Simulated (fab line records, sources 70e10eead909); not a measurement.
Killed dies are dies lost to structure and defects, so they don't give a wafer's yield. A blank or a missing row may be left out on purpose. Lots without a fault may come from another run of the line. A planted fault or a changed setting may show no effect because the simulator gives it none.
Chamber matching | flow nand_harc | NHARC_A_STAIRCASE_DEP_156 on pecvd-02: 3 sister chambers
The step deposits SiNx, target thk 50 nm. 24 wafers are shown with their chamber, then 12 later ones without.

WAFERS WITH THEIR CHAMBER
wafer  | chamber | heater_power_w (W)
L076.4 | 1       | 753
L076.5 | 0       | 679
L076.6 | 2       | 731
L082.1 | 0       | 670
L082.4 | 1       | 676
L082.6 | 0       | 687
L083.1 | 1       | 761
L083.4 | 1       | 780
L083.6 | 0       | 641
L085.1 | 1       | 782
L085.3 | 2       | 645
L085.5 | 2       | 661
L085.2 | 0       | 630
L085.4 | 1       | 776
L085.6 | 0       | 642
L089.2 | 1       | 654
L089.3 | 2       | 760
L089.5 | 2       | 765
L088.2 | 2       | 716
L088.5 | 1       | 780
L088.6 | 0       | 687
L090.1 | 1       | 659
L090.2 | 0       | 600
L090.6 | 2       | 728

SIGNATURES (means of the wafers above)
reading        | chamber 0 | chamber 1 | chamber 2 | scatter within a chamber
heater_power_w | 654.50    | 735.67    | 715.14    | 46
Rule: a wafer's distance from a chamber is the root of the sum, over the readings, of the square of ((its reading less the chamber's mean) divided by the reading's scatter). The wafer belongs to the nearest chamber; if the next one is less than 2 further off, it can't be placed. The scatter: the root of (the sum of the squares of (reading less its chamber's mean) over the shown wafers, divided by (wafers less chambers)).

WAFERS WITHOUT THEIR CHAMBER
wafer  | heater_power_w (W)
L090.3 | 735
L090.4 | 596
L090.5 | 663
L093.4 | 794
L093.5 | 661
L093.6 | 755
L092.4 | 791
L092.5 | 705
L092.6 | 652
L096.2 | 686
L096.5 | 772
L096.6 | 710

WHICH CHAMBER EACH WENT THROUGH
wafer  | from the rows above          | in truth
L090.3 | can't be placed: 1 or 2 or 0 | 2
L090.4 | can't be placed: 0 or 2 or 1 | 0
L090.5 | can't be placed: 0 or 2 or 1 | 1
L093.4 | can't be placed: 1 or 2 or 0 | 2
L093.5 | can't be placed: 0 or 2 or 1 | 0
L093.6 | can't be placed: 1 or 2 or 0 | 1
L092.4 | can't be placed: 1 or 2 or 0 | 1
L092.5 | can't be placed: 2 or 1 or 0 | 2
L092.6 | can't be placed: 0 or 2 or 1 | 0
L096.2 | can't be placed: 2 or 0 or 1 | 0
L096.5 | can't be placed: 1 or 2 or 0 | 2
L096.6 | can't be placed: 2 or 1 or 0 | 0
Placed correctly: 0 of 12. Can't be placed from these rows: 12 (the true chamber is among the candidates in 12). Placed wrongly: 0.
